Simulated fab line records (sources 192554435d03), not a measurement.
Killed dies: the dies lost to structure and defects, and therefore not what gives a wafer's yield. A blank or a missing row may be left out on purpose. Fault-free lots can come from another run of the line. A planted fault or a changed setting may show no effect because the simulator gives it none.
Chamber matching | flow n5_finfet | 4 sister chambers for N5_BEOL_M4_ETCH_77 on rie_diel-02
The step etches underlayer in N2/H2, target depth 6.5 nm, time 5.2 s. 4 wafers are shown with their chamber, then 7 later ones without.

== WAFERS PAIRED WITH THEIR CHAMBERS ==
wafer  | chamber | showerhead_plenum_p_Torr (Torr)
L076.5 | 0       | 2.71
L077.4 | 1       | 2.45
L087.1 | 3       | 2.47
L087.2 | 2       | 2.61

== WAFERS WHOSE CHAMBER IS MISSING ==
wafer  | showerhead_plenum_p_Torr (Torr)
L087.5 | 2.69
L093.1 | 2.60
L093.3 | 2.43
L093.4 | 2.69
L094.2 | 2.43
L094.3 | 2.46
L094.6 | 2.69

== WHICH CHAMBER EACH ONE RAN IN ==
wafer  | from the rows above     | in truth
L087.5 | 0                       | 0
L093.1 | 2                       | 2
L093.3 | can't be placed: 1 or 3 | 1
L093.4 | 0                       | 0
L094.2 | can't be placed: 1 or 3 | 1
L094.3 | can't be placed: 1 or 3 | 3
L094.6 | 0                       | 0
Correctly placed: 4 of 7. Not placeable from these rows: 3 (in 3, the candidates include the true chamber). Placed wrongly: 0.
How it was worked out, from the rows above alone: a wafer's distance from a chamber is the root of the sum, over the readings, of the square of ((its reading less the chamber's mean) divided by the reading's scatter). The wafer belongs to the nearest chamber; if the next one is less than 2 further off, it can't be placed. Each chamber's mean is taken over the wafers shown for it. The scatter (one wafer shown for each chamber): square how far every hidden wafer sits from the nearest shown wafer, average those squares and take the square root.
